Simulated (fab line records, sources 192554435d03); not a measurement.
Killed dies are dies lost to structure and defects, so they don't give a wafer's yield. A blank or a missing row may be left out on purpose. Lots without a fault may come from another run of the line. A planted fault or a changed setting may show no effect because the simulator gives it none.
Chamber matching | flow n5_finfet | N5_BEOL_M6_ETCH_61 on rie_diel-03: 4 sister chambers
The step etches SiARC in CF4, target depth 45.5 nm, time 75.8 s. 4 wafers are shown with their chamber, then 7 later ones without.

WAFERS WITH THEIR CHAMBER
wafer  | chamber | drypump_motor_current_A (A)
L078.2 | 1       | 6.5
L080.5 | 2       | 6.7
L087.1 | 0       | 6.0
L087.2 | 3       | 5.6

WAFERS WITHOUT THEIR CHAMBER
wafer  | drypump_motor_current_A (A)
L087.5 | 6.7
L095.2 | 6.4
L095.5 | 5.6
L095.6 | 6.7
L096.2 | 6.0
L096.5 | 6.0
L096.6 | 5.6

WHICH CHAMBER EACH WENT THROUGH
wafer  | from the rows above | in truth
L087.5 | 2                   | 2
L095.2 | 1                   | 1
L095.5 | 3                   | 3
L095.6 | 2                   | 2
L096.2 | 0                   | 0
L096.5 | 0                   | 0
L096.6 | 3                   | 3
Placed correctly: 7 of 7. Can't be placed from these rows: 0. Placed wrongly: 0.
How it was worked out, from the rows above alone: a wafer's distance from a chamber is the root of the sum, over the readings, of the square of ((its reading less the chamber's mean) divided by the reading's scatter). The wafer belongs to the nearest chamber; if the next one is less than 2 further off, it can't be placed. A chamber's mean is the mean of its shown wafers. The scatter: with one shown wafer a chamber, the root of the mean of the squares of how far each hidden wafer lies from its nearest shown one.
